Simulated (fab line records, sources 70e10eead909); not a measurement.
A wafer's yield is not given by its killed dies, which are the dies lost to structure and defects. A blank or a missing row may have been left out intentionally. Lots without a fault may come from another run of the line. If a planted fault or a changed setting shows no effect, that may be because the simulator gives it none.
Chamber matching -- flow nand_harc -- 4 sister chambers for NHARC_THIN_TSV_ETCH_44 on rie_diel-12
The step etches the open film in CF4/O2, target depth 1594.2 nm, time 797.1 s. 14 wafers are shown with their chamber, then 6 later ones without.

WAFERS WITH THEIR CHAMBER
wafer,chamber,drypump_motor_current_A (A),showerhead_plenum_p_Torr (Torr),rf_vpp_V (V)
L675.2,0,6.2,1.77,791
L675.4,1,4.8,1.76,789
L675.5,2,5.8,1.85,796
L676.1,3,5.7,1.94,801
L676.3,2,5.7,1.85,794
L676.4,0,6.2,1.77,791
L678.2,3,5.7,1.94,801
L678.5,2,5.7,1.85,796
L678.6,1,4.8,1.76,789
L677.2,0,6.2,1.77,791
L677.3,1,4.8,1.76,790
L677.6,3,5.7,1.94,802
L683.1,2,5.7,1.84,795
L683.3,1,4.8,1.75,789

SIGNATURES (means of the wafers above)
reading,chamber 0,chamber 1,chamber 2,chamber 3,scatter within a chamber
drypump_motor_current_A,6.200,4.800,5.725,5.700,0.0274
showerhead_plenum_p_Torr,1.7700,1.7575,1.8475,1.9400,0.00387
rf_vpp_V,791.00,789.25,795.25,801.33,0.645
Rule: a wafer lies at a distance from a chamber equal to the root of the sum of squares, over the readings, of (its reading less the chamber's mean, divided by the reading's scatter). If the next closest chamber is less than 2 further off than the closest, the wafer can't be placed; otherwise it belongs to the closest. The scatter: take each reading less its chamber's mean, square it, sum over the shown wafers, divide by the number of wafers less the number of chambers, and take the root.

WAFERS WHOSE CHAMBER IS MISSING
wafer,drypump_motor_current_A (A),showerhead_plenum_p_Torr (Torr),rf_vpp_V (V)
L683.6,4.8,1.75,787
L684.1,6.2,1.77,790
L684.4,5.7,1.94,801
L684.6,6.2,1.77,791
L691.2,6.2,1.77,789
L691.4,5.7,1.84,794

WHICH CHAMBER EACH WENT THROUGH
wafer,from the rows above,in truth
L683.6,1,1
L684.1,0,0
L684.4,3,3
L684.6,0,0
L691.2,0,0
L691.4,2,2
Placed correctly: 6 of 6. Not placeable from these rows: 0. Placed wrongly: 0.
